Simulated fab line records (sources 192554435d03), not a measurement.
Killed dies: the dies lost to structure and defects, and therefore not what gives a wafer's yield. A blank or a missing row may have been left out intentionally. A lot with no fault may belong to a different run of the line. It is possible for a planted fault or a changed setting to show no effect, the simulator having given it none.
Matching of chambers    flow n5-finfet    ald-metal-03 running N5_BEOL_M10_ALD_74: 4 sister chambers
The step deposits TaN, target thk 2 nm, pulse time 2 s, purge time 3 s. 14 wafers are shown with their chamber, then 7 later ones without.

WAFERS PAIRED WITH THEIR CHAMBERS
wafer   chamber  heater-power-w (W)  susceptor-temp-C (C)
L075.1  0        379                 274.86
L075.4  1        413                 274.96
L075.6  2        481                 275.00
L079.2  3        482                 275.15
L079.3  1        414                 275.16
L079.5  0        394                 275.09
L082.1  3        492                 274.91
L082.3  1        417                 275.09
L082.6  0        375                 275.08
L088.3  2        494                 275.37
L088.5  1        410                 274.94
L088.6  2        475                 274.98
L094.3  1        417                 274.82
L094.5  1        412                 274.90

SIGNATURES (means of the wafers above)
reading           chamber 0  chamber 1  chamber 2  chamber 3  scatter within a chamber
heater-power-w    382.67     413.83     483.33     487.00     6.91
susceptor-temp-C  275.0100   274.9783   275.1167   275.0300   0.154
Rule: a wafer lies at a distance from a chamber equal to the root of the sum of squares, over the readings, of (its reading less the chamber's mean, divided by the reading's scatter). The wafer belongs to the nearest chamber; if the next one is less than 2 further off, it can't be placed. How the scatter is found: for the shown wafers, subtract from each reading the mean of its chamber, square and add these, divide the total by (wafers less chambers), then take the root.

WAFERS WHOSE CHAMBER IS MISSING
wafer   heater-power-w (W)  susceptor-temp-C (C)
L094.6  394                 275.00
L095.2  489                 275.16
L095.4  474                 274.90
L095.5  383                 275.21
L097.1  378                 275.01
L097.3  474                 275.05
L097.4  487                 275.25

WHICH CHAMBER EACH ONE RAN IN
wafer   from the rows above      in truth
L094.6  can't be placed: 0 or 1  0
L095.2  can't be placed: 2 or 3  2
L095.4  can't be placed: 2 or 3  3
L095.5  0                        0
L097.1  0                        0
L097.3  can't be placed: 2 or 3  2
L097.4  can't be placed: 2 or 3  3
Placed correctly: 2 of 7. Can't be placed from these rows: 5 (the true chamber is among the candidates in 5). Placed wrongly: 0.
